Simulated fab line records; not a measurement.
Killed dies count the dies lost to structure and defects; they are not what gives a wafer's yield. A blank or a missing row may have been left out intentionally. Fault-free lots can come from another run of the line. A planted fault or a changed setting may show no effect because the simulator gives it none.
The tool behind it: which one? :: flow n5Finfet :: 30 wafers from 10 lots sampled at 5 of the route's 1938 steps

WHAT THE GAUGES SHOWED, per wafer
No reading from a measuring or inspecting step in the record can be judged against a usual standard deviation.

EACH LOT AND THE TOOL THAT RAN IT (in order: tool; ch and the chambers of the sampled wafers; start)
lot: L850
N5_BEOL_M9_ETCH_76: rieDiel-06 ch 1,2,3, day 10 13:52
N5_BEOL_M9_ETCH_41: rieDiel-06 ch 1,2,3, day 10 15:44 or earlier
N5_BEOL_M9_CVD_78: cvdCo-01 ch 0,1, day 10 15:44
N5_BEOL_M9_ANNEAL_51: rtpAnneal-02 ch 0, day 10 16:13
N5_PASSIVATION_PROBE_49: -

lot: L852
N5_BEOL_M9_ETCH_76: rieDiel-02 ch 2,3, day 11 10:44
N5_BEOL_M9_ETCH_41: rieDiel-02 ch 2,3, day 11 12:26 or earlier
N5_BEOL_M9_CVD_78: cvdCo-02 ch 0,1, day 11 12:26
N5_BEOL_M9_ANNEAL_51: rtpAnneal-01 ch 0, day 11 13:02
N5_PASSIVATION_PROBE_49: -

lot: L853
N5_BEOL_M9_ETCH_76: rieDiel-04 ch 0,3, day 11 12:37
N5_BEOL_M9_ETCH_41: rieDiel-04 ch 0,3, day 11 14:20 or earlier
N5_BEOL_M9_CVD_78: cvdCo-01 ch 1,2, day 11 14:20
N5_BEOL_M9_ANNEAL_51: rtpAnneal-01 ch 0, day 11 14:53
N5_PASSIVATION_PROBE_49: -

lot: L854
N5_BEOL_M9_ETCH_76: rieDiel-04 ch 0,3, day 11 23:07
N5_BEOL_M9_ETCH_41: rieDiel-04 ch 0,3, day 12 00:46 or earlier
N5_BEOL_M9_CVD_78: cvdCo-01 ch 0,2, day 12 00:46
N5_BEOL_M9_ANNEAL_51: rtpAnneal-02 ch 0, day 12 01:07
N5_PASSIVATION_PROBE_49: -

lot: L856
N5_BEOL_M9_ETCH_76: rieDiel-04 ch 1,2,3, day 12 02:14
N5_BEOL_M9_ETCH_41: rieDiel-04 ch 1,2,3, day 12 05:38 or earlier
N5_BEOL_M9_CVD_78: cvdCo-02 ch 0,1,2, day 12 05:38
N5_BEOL_M9_ANNEAL_51: rtpAnneal-02 ch 0, day 12 07:56
N5_PASSIVATION_PROBE_49: -

lot: L858
N5_BEOL_M9_ETCH_76: rieDiel-06 ch 1,2,3, day 13 05:46
N5_BEOL_M9_ETCH_41: rieDiel-06 ch 1,2,3, day 13 07:50 or earlier
N5_BEOL_M9_CVD_78: cvdCo-01 ch 0,1, day 13 07:50
N5_BEOL_M9_ANNEAL_51: rtpAnneal-01 ch 0, day 13 08:26
N5_PASSIVATION_PROBE_49: -

lot: L857
N5_BEOL_M9_ETCH_76: rieDiel-06 ch 0,3, day 13 14:49
N5_BEOL_M9_ETCH_41: rieDiel-06 ch 0,3, day 13 16:20 or earlier
N5_BEOL_M9_CVD_78: cvdCo-01 ch 1,2, day 13 16:20
N5_BEOL_M9_ANNEAL_51: rtpAnneal-02 ch 0, day 13 16:44
N5_PASSIVATION_PROBE_49: prober-02, day 16 12:03

lot: L865
N5_BEOL_M9_ETCH_76: rieDiel-04 ch 1,3, day 14 19:29
N5_BEOL_M9_ETCH_41: rieDiel-04 ch 1,3, day 14 22:26 or earlier
N5_BEOL_M9_CVD_78: cvdCo-01 ch 0,2, day 14 22:26
N5_BEOL_M9_ANNEAL_51: rtpAnneal-02 ch 0, day 14 22:56
N5_PASSIVATION_PROBE_49: -

lot: L864
N5_BEOL_M9_ETCH_76: rieDiel-04 ch 0,3, day 14 21:59
N5_BEOL_M9_ETCH_41: rieDiel-04 ch 0,3, day 14 23:47 or earlier
N5_BEOL_M9_CVD_78: cvdCo-01 ch 0,2, day 14 23:47
N5_BEOL_M9_ANNEAL_51: rtpAnneal-01 ch 0, day 15 00:21
N5_PASSIVATION_PROBE_49: -

lot: L870
N5_BEOL_M9_ETCH_76: rieDiel-02 ch 0,3, day 16 06:11
N5_BEOL_M9_ETCH_41: rieDiel-02 ch 0,3, day 16 08:45 or earlier
N5_BEOL_M9_CVD_78: cvdCo-02 ch 0,1, day 16 08:45
N5_BEOL_M9_ANNEAL_51: rtpAnneal-02 ch 0, day 16 09:23
N5_PASSIVATION_PROBE_49: -
- N5_BEOL_M9_ETCH_76: etches underlayer in N2/H2, target depth 6.5 nm, time 5.2 s.
- N5_BEOL_M9_ETCH_41: etches SiCN in CH3F/O2, target depth 36.6 nm, time 70.1 s.
- N5_BEOL_M9_CVD_78: deposits Co from CCTBA/H2, target thk 2 nm, time 138.9 s.
- N5_BEOL_M9_ANNEAL_51: time 90 s.
- N5_PASSIVATION_PROBE_49

WHAT THE TOOLS THEMSELVES READ (means of the sampled wafers that have a number; where no wafer has one, the mark that the record gives instead)
N5_BEOL_M9_ETCH_76. Usual: drypumpMotorCurrentA 5.5 A, standard deviation 0.37; etchRfOnTimeS 5.20 s, standard deviation 0.13; oesProductAu 0.69 a.u., standard deviation 0.072; rfVppV 524.0 V, standard deviation 2.9; showerheadPlenumPTorr 2.55 Torr, standard deviation 0.099; throttleValvePct 17.92 %, standard deviation 0.25.
lot: L850
tool: rieDiel-06
drypumpMotorCurrentA (A): 5.6
etchRfOnTimeS (s): 5.19
oesProductAu (a.u.): 0.69
rfVppV (V): 524.6
showerheadPlenumPTorr (Torr): 2.57
throttleValvePct (%): 17.90
flag: 

lot: L852
tool: rieDiel-02
drypumpMotorCurrentA (A): 5.7
etchRfOnTimeS (s): 5.14
oesProductAu (a.u.): 0.75
rfVppV (V): 526.2
showerheadPlenumPTorr (Torr): 2.62
throttleValvePct (%): 18.00
flag: 

lot: L853
tool: rieDiel-04
drypumpMotorCurrentA (A): 5.5
etchRfOnTimeS (s): 5.28
oesProductAu (a.u.): 0.63
rfVppV (V): 524.3
showerheadPlenumPTorr (Torr): 2.58
throttleValvePct (%): 17.94
flag: 

lot: L854
tool: rieDiel-04
drypumpMotorCurrentA (A): 5.6
etchRfOnTimeS (s): 5.29
oesProductAu (a.u.): 0.67
rfVppV (V): 522.5
showerheadPlenumPTorr (Torr): 2.52
throttleValvePct (%): 17.87
flag: 

lot: L856
tool: rieDiel-04
drypumpMotorCurrentA (A): 5.4
etchRfOnTimeS (s): 5.28
oesProductAu (a.u.): 0.68
rfVppV (V): 522.5
showerheadPlenumPTorr (Torr): 2.51
throttleValvePct (%): 17.81
flag: 

lot: L858
tool: rieDiel-06
drypumpMotorCurrentA (A): 5.6
etchRfOnTimeS (s): 5.13
oesProductAu (a.u.): 0.68
rfVppV (V): 524.7
showerheadPlenumPTorr (Torr): 2.57
throttleValvePct (%): 17.94
flag: 

lot: L857
tool: rieDiel-06
drypumpMotorCurrentA (A): 5.3
etchRfOnTimeS (s): 5.15
oesProductAu (a.u.): 0.67
rfVppV (V): 528.4
showerheadPlenumPTorr (Torr): 2.69
throttleValvePct (%): 17.87
flag: 

lot: L865
tool: rieDiel-04
drypumpMotorCurrentA (A): 5.3
etchRfOnTimeS (s): 5.26
oesProductAu (a.u.): 0.64
rfVppV (V): 524.7
showerheadPlenumPTorr (Torr): 2.58
throttleValvePct (%): 17.91
flag: 

lot: L864
tool: rieDiel-04
drypumpMotorCurrentA (A): 5.6
etchRfOnTimeS (s): 5.42
oesProductAu (a.u.): 0.64
rfVppV (V): 523.4
showerheadPlenumPTorr (Torr): 2.51
throttleValvePct (%): 17.92
flag: 

lot: L870
tool: rieDiel-02
drypumpMotorCurrentA (A): 5.4
etchRfOnTimeS (s): 5.15
oesProductAu (a.u.): 0.72
rfVppV (V): 526.3
showerheadPlenumPTorr (Torr): 2.62
throttleValvePct (%): 18.23
flag: 

N5_BEOL_M9_ETCH_41. Usual: drypumpMotorCurrentA 5.5 A, standard deviation 0.37; oesProductAu 0.81 a.u., standard deviation 0.084; rfVppV 297.3 V, standard deviation 1.7; showerheadPlenumPTorr 2.00 Torr, standard deviation 0.064; throttleValvePct 16.34 %, standard deviation 0.18.
lot: L850
tool: rieDiel-06
drypumpMotorCurrentA (A): 5.6
oesProductAu (a.u.): 0.81
rfVppV (V): 298.0
showerheadPlenumPTorr (Torr): 2.02
throttleValvePct (%): 16.27
flag: 

lot: L852
tool: rieDiel-02
drypumpMotorCurrentA (A): 5.7
oesProductAu (a.u.): 0.86
rfVppV (V): 298.0
showerheadPlenumPTorr (Torr): 2.05
throttleValvePct (%): 16.28
flag: 

lot: L853
tool: rieDiel-04
drypumpMotorCurrentA (A): 5.5
oesProductAu (a.u.): 0.74
rfVppV (V): 297.7
showerheadPlenumPTorr (Torr): 2.03
throttleValvePct (%): 16.42
flag: 

lot: L854
tool: rieDiel-04
drypumpMotorCurrentA (A): 5.5
oesProductAu (a.u.): 0.78
rfVppV (V): 296.1
showerheadPlenumPTorr (Torr): 2.00
throttleValvePct (%): 16.36
flag: 

lot: L856
tool: rieDiel-04
drypumpMotorCurrentA (A): 5.4
oesProductAu (a.u.): 0.79
rfVppV (V): 296.9
showerheadPlenumPTorr (Torr): 1.97
throttleValvePct (%): 16.33
flag: 

lot: L858
tool: rieDiel-06
drypumpMotorCurrentA (A): 5.6
oesProductAu (a.u.): 0.80
rfVppV (V): 296.8
showerheadPlenumPTorr (Torr): 2.01
throttleValvePct (%): 16.32
flag: 

lot: L857
tool: rieDiel-06
drypumpMotorCurrentA (A): 5.3
oesProductAu (a.u.): 0.79
rfVppV (V): 299.8
showerheadPlenumPTorr (Torr): 2.10
throttleValvePct (%): 16.22
flag: 

lot: L865
tool: rieDiel-04
drypumpMotorCurrentA (A): 5.3
oesProductAu (a.u.): 0.76
rfVppV (V): 298.2
showerheadPlenumPTorr (Torr): 2.02
throttleValvePct (%): 16.41
flag: 

lot: L864
tool: rieDiel-04
drypumpMotorCurrentA (A): 5.5
oesProductAu (a.u.): 0.77
rfVppV (V): 296.9
showerheadPlenumPTorr (Torr): 1.99
throttleValvePct (%): 16.38
flag: 

lot: L870
tool: rieDiel-02
drypumpMotorCurrentA (A): 5.4
oesProductAu (a.u.): 0.84
rfVppV (V): 298.3
showerheadPlenumPTorr (Torr): 2.05
throttleValvePct (%): 16.45
flag: 

N5_BEOL_M9_CVD_78. Usual: runLengthS at 162.0 s, with a standard deviation of 0.6.
lot: L850
tool: cvdCo-01
runLengthS (s): 162.1
flag: 

lot: L852
tool: cvdCo-02
runLengthS (s): 161.5
flag: 

lot: L853
tool: cvdCo-01
runLengthS (s): 162.2
flag: 

lot: L854
tool: cvdCo-01
runLengthS (s): 162.1
flag: 

lot: L856
tool: cvdCo-02
runLengthS (s): 161.6
flag: 

lot: L858
tool: cvdCo-01
runLengthS (s): 162.4
flag: 

lot: L857
tool: cvdCo-01
runLengthS (s): 161.9
flag: 

lot: L865
tool: cvdCo-01
runLengthS (s): 240.1
flag: OFF

lot: L864
tool: cvdCo-01
runLengthS (s): 201.1
flag: OFF

lot: L870
tool: cvdCo-02
runLengthS (s): 161.9
flag: 

N5_BEOL_M9_ANNEAL_51. Usual: wafer_temp_C_max at 225.90, with a standard deviation of 0.26.
lot: L850
tool: rtpAnneal-02
wafer_temp_C_max: 226.21
flag: 

lot: L852
tool: rtpAnneal-01
wafer_temp_C_max: 225.84
flag: 

lot: L853
tool: rtpAnneal-01
wafer_temp_C_max: 225.67
flag: 

lot: L854
tool: rtpAnneal-02
wafer_temp_C_max: 226.20
flag: 

lot: L856
tool: rtpAnneal-02
wafer_temp_C_max: 225.91
flag: 

lot: L858
tool: rtpAnneal-01
wafer_temp_C_max: 225.73
flag: 

lot: L857
tool: rtpAnneal-02
wafer_temp_C_max: 225.89
flag: 

lot: L865
tool: rtpAnneal-02
wafer_temp_C_max: 226.13
flag: 

lot: L864
tool: rtpAnneal-01
wafer_temp_C_max: 225.52
flag: 

lot: L870
tool: rtpAnneal-02
wafer_temp_C_max: 225.75
flag: 

N5_PASSIVATION_PROBE_49. Usual: defectLimitedYield 91.0 %, standard deviation 1.4; killed_at_M0_to_M3 35, standard deviation 10; killed_at_M4_up 14, standard deviation 5.5; killedAtContacts 13, standard deviation 5.6; killedAtFrontEnd 41, standard deviation 11; killedAtOther 4, standard deviation 3.4; killedDies 106, standard deviation 16; killedOpen 68, standard deviation 12; killedShort 35, standard deviation 7.3; sort_bin_4_leakage 0.3 %, standard deviation 2.1; sort_bin_5_function 5.3 %, standard deviation 0.89; sort_bin_6_memory 3.4 %, standard deviation 0.67; sortNPass 1070, standard deviation 28; sortYieldPct 90.7 %, standard deviation 2.4.
lot: L857
tool: prober-02
defectLimitedYield (%): 90.4
killed_at_M0_to_M3: 30
killed_at_M4_up: 19
killedAtContacts: 16
killedAtFrontEnd: 45
killedAtOther: 2
killedDies: 113
killedOpen: 78
killedShort: 29
sort_bin_4_leakage (%): 0.1
sort_bin_5_function (%): 5.2
sort_bin_6_memory (%): 3.8
sortNPass: 1066
sortYieldPct (%): 90.4
flag: 

THE ANSWER, worked out from the rows above alone
Rule: a lot counts as off when the mean over its wafers that have a number is more than 3 standard deviations away from the usual mean. Also off: a lot with no number at a reading for which 4 or more lots have one. Where the step has rows for the other lots, those lots are counted as sound. Order of review: gauges by route order, followed by the tools' own readings, for which a lot's mean as printed above is used. At the first step where some lot is off, the reading lying furthest off is the one used; lots without a number count as furthest.
Off at N5_BEOL_M9_CVD_78 (runLengthS): L865, L864.
If a tool, at that step or one of the process steps before it, ran each lot that is off and ran no sound lot following the first of them, it fits. N5_BEOL_M9_ETCH_41: start missing for some lots; hours and lot order therefore follow N5_BEOL_M9_CVD_78. 2 tools fit, rieDiel-04 at N5_BEOL_M9_ETCH_76 and N5_BEOL_M9_ETCH_41 and cvdCo-01 at N5_BEOL_M9_CVD_78, so this cannot tell which one it is.

WHAT THE SIMULATOR PUT IN
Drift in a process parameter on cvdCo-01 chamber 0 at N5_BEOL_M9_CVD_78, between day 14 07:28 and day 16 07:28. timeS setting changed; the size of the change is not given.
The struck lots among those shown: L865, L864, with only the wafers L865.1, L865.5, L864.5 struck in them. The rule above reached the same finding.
